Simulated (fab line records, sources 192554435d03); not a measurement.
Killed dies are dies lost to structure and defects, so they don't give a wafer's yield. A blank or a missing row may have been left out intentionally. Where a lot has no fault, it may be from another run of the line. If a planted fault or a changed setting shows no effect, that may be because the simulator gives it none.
A struck lot beside a sound one	flow n5Finfet	39 out of 1938 route steps
Sound: the wafers L367.1, L367.4, L367.5. Struck: wafers L386.4, L386.5. (L386.1 of the same lot was not struck and is left out.) The cause comes at the end.
Each step with rows lists, per side, the tool, then ch with its chambers, then its first start. Under that, the readings that differ: sound wafers	struck wafers	difference of the means	sigmas: that difference in standard deviations of wafers without a fault.
alike: same words and numbers on both sides, and readings whose means sit less than 2 such deviations apart. not compared: any withheld reading, any reading some wafer has no value for, any bound like >300 that may hide the same value, and any number with overlapping values for which the record gives no deviation.
A row with sigmas, a row that says differs or no value, or rows on one side alone: a step with any of these is where the two part. Numbers that have no deviation but don't overlap get no sigmas and don't part them. Lack of a reading on every wafer of one side parts them only where that side has two or more wafers.

first, 9 steps without rows for these wafers: N5_BEOL_M4_ANNEAL_95 (time 240 s); N5_BEOL_M4_SPUTTER_96 (material Cu, target thk 4.5 nm, time 8.29 s); N5_BEOL_M4_ECD_50 (material Cu, target thk 300 nm); N5_BEOL_M4_ANNEAL_51 (time 90 s); N5_BEOL_M4_CMP_52 (polishes, stops on SiOC, t overpolish 6.8 s, target thk 40 nm); N5_BEOL_M4_PRE_CLEAN_60 (time 15 s); N5_BEOL_M4_CO_CAP_55 (material Co, precursor CCTBA/H2, target thk 2 nm, time 102.1 s); N5_BEOL_M4_PRE_CLEAN_56 (time 15 s); N5_BEOL_M4_DEP_57 (deposits SiCN from 3MS/NH3, target thk 8 nm, time 14 s).
N5_BEOL_M4_RC_MEAS_101:
  sound on prober-01 ch 0, day 8 10:48; struck on prober-01 ch 0, day 13 02:44
  alike: DIBL_N, DIBL_P, IOFF_N, IOFF_P, ION_N, ION_P, SS_N, SS_P, VT_N, VT_P
then, 24 steps without rows for these wafers: N5_BEOL_M5_ILD_DEP_00 (deposits SiCOH lowk from DEMS/porogen, target thk 140.64 nm, time 25.9 s); N5_BEOL_M5_CURE_79 (cures SiCOH lowk, time 240 s); N5_BEOL_M5_PECVD_70 (deposits SiO2 from TEOS/O2, target thk 16 nm, time 18 s); N5_BEOL_M5_HM_DEP_02 (deposits TiN, target thk 20 nm); N5_BEOL_M5_COAT_59 (time 60 s, resist thk 60 nm); N5_BEOL_M5_COAT_60 (time 60 s, resist thk 12 nm); N5_BEOL_M5_COAT_71 (time 60 s, resist thk 5 nm); N5_BEOL_M5_COAT_05 (resist thk 30 nm); N5_BEOL_M5_EBR_07; N5_BEOL_M5_SOFTBAKE_06 (time 60 s); N5_BEOL_M5_EXPOSE_08 (exposes mask M5, target cd 28 nm); N5_BEOL_M5_PEB_09 (peb time 60 s); N5_BEOL_M5_DEVELOP_10 (develop time 30 s); N5_BEOL_M5_DESCUM_16 (chemistry O2, time 7 s); N5_BEOL_M5_ETCH_72 (etches underlayer in N2/H2, target depth 6.5 nm, time 5.2 s); N5_BEOL_M5_ETCH_61 (etches SiARC in CF4, target depth 15.6 nm, time 26 s); N5_BEOL_M5_ETCH_62 (etches SOC in N2/H2, target depth 75 nm, overetch 15 nm, time 112.5 s); N5_BEOL_M5_STRIP_63 (strips in N2/H2); N5_BEOL_M5_STRIP_73 (strips in N2/H2); N5_BEOL_M5_STRIP_64 (strips in CF4); N5_BEOL_M5_HM_OPEN_17 (chemistry Cl2/BCl3, target TiN, target depth 20 nm, overetch 6 nm); N5_BEOL_M5_STRIP_19 (strips in O2); N5_BEOL_M5_COAT_65 (time 60 s, resist thk 60 nm); N5_BEOL_M5_COAT_66 (time 60 s, resist thk 12 nm).
N5_BEOL_M7_HM_OPEN_17: chemistry Cl2/BCl3, target TiN, target depth 20 nm, overetch 6 nm.
  sound on rieMetal-02 ch 0,1, day 9 11:28; struck on rieMetal-02 ch 0, day 14 02:21
reading	sound	struck	difference	sigmas
model.etch.depthNm (nm)	20.45 20.26 20.35	13.06 13.09	-7.28	
model.SOC_of_BEOL_M7_COAT_59.thkNm (nm)	91.6 92 91.4	96 96.2	+4	
  alike: biasW, drypumpMotorCurrentA, oesProductAu, throttleValvePct
  not compared: rfHoursCounterH
N5_BEOL_M7_VIA_ETCH_34: etches SiCOH lowk in C4F6/O2, target depth 125.5 nm, time 50.5 s.
  sound on rieDiel-01 ch 0,1,3, day 9 12:31; struck on rieDiel-03 ch 1,2, day 14 03:37
reading	sound	struck	difference	sigmas
oesProductAu (a.u.)	0.89 0.85 0.84	0.28 0.28	-0.58	-8
  alike: biasW, drypumpMotorCurrentA, rfVppV, showerheadPlenumPTorr, throttleValvePct
  not compared: rfHoursCounterH
N5_BEOL_M7_OCD_MEAS_38:
  sound on ocd-02, day 9 12:46; struck on ocd-01, day 14 03:52
reading	sound	struck	difference	sigmas
trenchDepthNm (nm)	98.4 91.0 91.0	- -	no value on the struck wafers	
N5_BEOL_M7_CD_MEAS_35: target cd 40 nm.
  sound on cdSem-02, day 9 12:55; struck on cdSem-01, day 14 04:01
reading	sound	struck	difference	sigmas
cdNm (nm)	39.6 39.7 39.9	- -	no value on the struck wafers	
-- a jump in the record: the struck wafers' starts before and after are 3 days apart (it breaks off in module BEOL_M7 and resumes in module PASSIVATION, where the first step shown is number 1936 of the route) --
N5_PASSIVATION_PROBE_49:
  sound on prober-01, day 13 05:15; struck on prober-02, day 17 12:52
reading	sound	struck	difference	sigmas
defectLimitedYield (%)	91.7 91.4 91.6	0 0	-92	-65
killed_at_M0_to_M3	52 45 52	19 22	-29	-3
killed_at_M4_up	6 11 6	1110 1114	+1104	+99 or more
killedDies	98 101 99	1180 1180	+1081	+64
killedOnRim	18 11 20	152 152	+136	+35
sort_bin_5_function (%)	5.0 5.3 4.1	96.9 97.1	+92.2	+97
sortNPass	1082 1079 1081	0 0	-1081	-64
sortYieldPct (%)	91.7 91.4 91.6	0 0	-92	-61
  alike: killedAtContacts, killedAtFrontEnd, killedAtOther, killedOpen, killedShort, sort_bin_6_memory

== WHERE THEY PART ==
Last at N5_PASSIVATION_PROBE_49 as far as this record goes, first at N5_BEOL_M7_VIA_ETCH_34.

WHY: what the simulator had put in
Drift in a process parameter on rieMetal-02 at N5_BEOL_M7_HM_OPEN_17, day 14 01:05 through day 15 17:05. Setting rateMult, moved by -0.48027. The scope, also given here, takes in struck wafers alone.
